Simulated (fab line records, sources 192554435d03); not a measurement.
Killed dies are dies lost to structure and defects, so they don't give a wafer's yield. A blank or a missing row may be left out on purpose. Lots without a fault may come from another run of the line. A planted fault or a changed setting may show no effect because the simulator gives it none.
Chamber matching | flow n5_finfet | N5_BEOL_M1_ETCHBACK_99 on rie_diel-04: 4 sister chambers
The step etches SiO2 in CHF3, target depth 5 nm, time 10.4 s. 8 wafers are shown with their chamber, then 9 later ones without.

WAFERS WITH THEIR CHAMBER
wafer  | chamber | drypump_motor_current_A (A) | throttle_valve_pct (%)
L079.4 | 2       | 5.7                         | 17.51
L081.5 | 0       | 5.9                         | 17.28
L087.1 | 0       | 5.9                         | 17.28
L087.3 | 1       | 5.3                         | 17.12
L087.5 | 3       | 5.1                         | 16.95
L089.1 | 1       | 5.3                         | 17.11
L089.5 | 2       | 5.7                         | 17.53
L089.6 | 3       | 5.2                         | 16.96

WAFERS WITHOUT THEIR CHAMBER
wafer  | drypump_motor_current_A (A) | throttle_valve_pct (%)
L090.1 | 5.1                         | 16.94
L090.3 | 5.7                         | 17.53
L090.6 | 5.3                         | 17.10
L095.2 | 5.9                         | 17.33
L095.5 | 5.9                         | 17.32
L095.6 | 5.2                         | 16.98
L097.2 | 5.9                         | 17.32
L097.3 | 5.7                         | 17.14
L097.5 | 5.7                         | 17.14

WHICH CHAMBER EACH WENT THROUGH
wafer  | from the rows above | in truth
L090.1 | 3                   | 3
L090.3 | 2                   | 2
L090.6 | 1                   | 1
L095.2 | 0                   | 0
L095.5 | 0                   | 0
L095.6 | 3                   | 3
L097.2 | 0                   | 0
L097.3 | 1                   | 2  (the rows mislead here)
L097.5 | 1                   | 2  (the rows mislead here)
Placed correctly: 7 of 9. Can't be placed from these rows: 0. Placed wrongly: 2.
How it was worked out, from the rows above alone: a wafer's distance from a chamber is the root of the sum, over the readings, of the square of ((its reading less the chamber's mean) divided by the reading's scatter). The wafer belongs to the nearest chamber; if the next one is less than 2 further off, it can't be placed. A chamber's mean is the mean of its shown wafers. The scatter: the root of (the sum of the squares of (reading less its chamber's mean) over the shown wafers, divided by (wafers less chambers)).
